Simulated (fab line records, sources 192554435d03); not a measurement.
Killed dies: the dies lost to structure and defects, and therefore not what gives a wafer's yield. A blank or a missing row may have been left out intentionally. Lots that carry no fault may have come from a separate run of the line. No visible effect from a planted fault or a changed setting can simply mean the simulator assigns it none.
Which tool is to blame? -- flow n5Finfet -- Sampling: 11 lots, 33 wafers, 4 of 1938 route steps

== WHAT EACH GAUGE READ, for each wafer ==
The record holds no reading of a measuring or inspecting step that can be judged against a usual standard deviation.

== WHAT TOOL EACH LOT RAN ON (gives the tool, then ch and the chambers of the sampled wafers, and finally the start) ==
lot,N5_BEOL_M11_SURFACE_TREAT_76,N5_BEOL_M12_ILD_DEP_00,N5_BEOL_M12_PEB_08,N5_BEOL_M12_STRIP_63
L394,"pvdSputter-01, day 10 17:59","pecvd-03 ch 0,1, day 10 19:22","lithoTrack-02 ch 0, day 10 19:41","plasmaAsher-02 ch 0,1, day 10 20:29"
L397,"pvdSputter-03, day 11 15:34","pecvd-04 ch 0,1, day 11 17:49","lithoTrack-01 ch 0, day 11 18:16","plasmaAsher-01 ch 0,1, day 11 19:06"
L403,"pvdSputter-02, day 12 22:04","pecvd-02 ch 1,2, day 13 01:16","lithoTrack-04 ch 0, day 13 01:35","plasmaAsher-01 ch 0,1, day 13 02:04"
L404,"pvdSputter-03, day 13 00:55","pecvd-04 ch 0,2, day 13 02:31","lithoTrack-01 ch 0, day 13 02:50","plasmaAsher-02 ch 0,1, day 13 03:20"
L405,"pvdSputter-01, day 13 20:17","pecvd-02 ch 1,2, day 13 21:32","lithoTrack-02 ch 0, day 13 21:59","plasmaAsher-02 ch 0,1, day 13 22:28"
L406,"pvdSputter-02, day 14 04:30","pecvd-04 ch 0,1,2, day 14 05:58","lithoTrack-02 ch 0, day 14 06:17","plasmaAsher-01 ch 0,1, day 14 06:47"
L409,"pvdSputter-02, day 14 14:10","pecvd-04 ch 1,2, day 14 16:28","lithoTrack-01 ch 0, day 14 16:47","plasmaAsher-01 ch 0,1, day 14 17:17"
L410,"pvdSputter-01, day 14 21:51","pecvd-02 ch 0,1,2, day 14 23:04","lithoTrack-02 ch 0, day 14 23:23","plasmaAsher-01 ch 0,1, day 14 23:57"
L413,"pvdSputter-03, day 15 18:24","pecvd-02 ch 0,1,2, day 15 20:25","lithoTrack-02 ch 0, day 15 20:44","plasmaAsher-01 ch 0,1, day 15 21:27"
L414,"pvdSputter-03, day 16 02:14","pecvd-02 ch 0,2, day 16 03:41","lithoTrack-04 ch 0, day 16 04:08","plasmaAsher-02 ch 1, day 16 04:38"
L415,"pvdSputter-01, day 16 06:32","pecvd-02 ch 1,2, day 16 08:15","lithoTrack-01 ch 0, day 16 08:42","plasmaAsher-01 ch 0,1, day 16 09:30"
- N5_BEOL_M11_SURFACE_TREAT_76
- N5_BEOL_M12_ILD_DEP_00: deposits SiOC from DEMS/O2, target thk 658.92 nm, time 130.7 s.
- N5_BEOL_M12_PEB_08: peb time 90 s.
- N5_BEOL_M12_STRIP_63: strips in N2/H2.

== WHAT THE TOOLS THEMSELVES READ (means of the sampled wafers that have a number; where no wafer has one, the mark that the record gives instead) ==
N5_BEOL_M12_ILD_DEP_00. Usual: heaterPowerW 483 W, standard deviation 70; showerheadPlenumPTorr 5.690 Torr, standard deviation 0.011; throttleValvePct 12.3 %, standard deviation 0.59.
lot,tool,heaterPowerW (W),showerheadPlenumPTorr (Torr),throttleValvePct (%),flag
L394,pecvd-03,441,5.700,12.2,
L397,pecvd-04,470,5.683,13.0,
L403,pecvd-02,521,5.690,12.0,
L404,pecvd-04,410,5.676,12.0,
L405,pecvd-02,471,5.695,12.1,
L406,pecvd-04,464,5.691,12.6,
L409,pecvd-04,425,5.681,12.4,
L410,pecvd-02,519,5.684,12.4,
L413,pecvd-02,571,5.690,12.2,
L414,pecvd-02,555,5.681,12.7,
L415,pecvd-02,500,5.689,12.0,

N5_BEOL_M12_PEB_08. Usual: chillPlateTempC 22.98 C, standard deviation 0.11; heaterPowerTotalW 172.5 W, standard deviation 0.76; plateTempC 130.00 C, standard deviation 0.15.
lot,tool,chillPlateTempC (C),heaterPowerTotalW (W),plateTempC (C),flag
L394,lithoTrack-02,23.14,173.0,129.85,
L397,lithoTrack-01,22.96,172.9,130.11,
L403,lithoTrack-04,22.97,171.8,130.13,
L404,lithoTrack-01,23.01,172.9,130.07,
L405,lithoTrack-02,22.95,173.1,129.89,
L406,lithoTrack-02,22.88,175.8,132.25,OFF
L409,lithoTrack-01,22.95,172.3,130.06,
L410,lithoTrack-02,23.04,176.9,132.54,OFF
L413,lithoTrack-02,23.04,176.3,132.44,OFF
L414,lithoTrack-04,22.99,172.7,129.82,
L415,lithoTrack-01,23.10,172.4,130.23,

N5_BEOL_M12_STRIP_63. Usual: drypumpMotorCurrentA 5.9 A, standard deviation 0.4; heaterPowerW 329 W, standard deviation 32; oesProductAu 0.693 a.u., standard deviation 0.0041; stripTimeToEndpointS 42.6 s, standard deviation 1.
lot,tool,drypumpMotorCurrentA (A),heaterPowerW (W),oesProductAu (a.u.),stripTimeToEndpointS (s),flag
L394,plasmaAsher-02,5.7,362,0.695,43.4,
L397,plasmaAsher-01,6.2,297,0.695,42.9,
L403,plasmaAsher-01,5.9,299,0.693,41.5,
L404,plasmaAsher-02,5.8,356,0.699,41.6,
L405,plasmaAsher-02,5.9,356,0.690,41.7,
L406,plasmaAsher-01,5.9,307,0.694,43.9,
L409,plasmaAsher-01,5.8,299,0.693,43.4,
L410,plasmaAsher-01,5.9,303,0.692,41.7,
L413,plasmaAsher-01,5.8,302,0.694,43.0,
L414,plasmaAsher-02,5.6,365,0.693,42.1,
L415,plasmaAsher-01,5.8,300,0.693,42.4,

== THE ANSWER, worked out from the rows above alone ==
Rule: take the mean of a lot's wafers that have a number; if it is more than 3 standard deviations from the usual mean, the lot is off. A lot without any number at a reading at which 4 lots or more have one is off too. Where the step has rows for the other lots, those lots are counted as sound. The gauges are gone through in route order, then the tools' own readings, and for those a lot's mean is taken as printed above. The first step at which some lot is off is used, and at that step the reading that is off furthest; a lot without a number counts as furthest.
Off, at N5_BEOL_M12_PEB_08 on plateTempC: L406, L410, L413.
A tool fits if, at that step or a process step before it, it ran every lot that is off, and no sound lot after the first of them. One fits: N5_BEOL_M12_PEB_08 on lithoTrack-02. A fault onset in the window from L405 (day 13 21:59, its last sound lot) to L406 (day 14 06:17, its first lot off) fits.
The tool's own readings at N5_BEOL_M12_PEB_08 bear it out: on the lots that are off they differ by more than 5 times the standard deviation of the sound lots' means. heaterPowerTotalW reads 176.3 W there against 172.6 W on the sound lots; plateTempC reads 132.41 C there against 130.02 C on the sound lots.

== WHAT THE SIMULATOR PUT IN ==
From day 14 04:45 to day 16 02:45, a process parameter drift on lithoTrack-02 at N5_BEOL_M12_PEB_08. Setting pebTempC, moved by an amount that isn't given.
Shown lots that were struck: L406, L410, L413. The rule above reached the same finding.
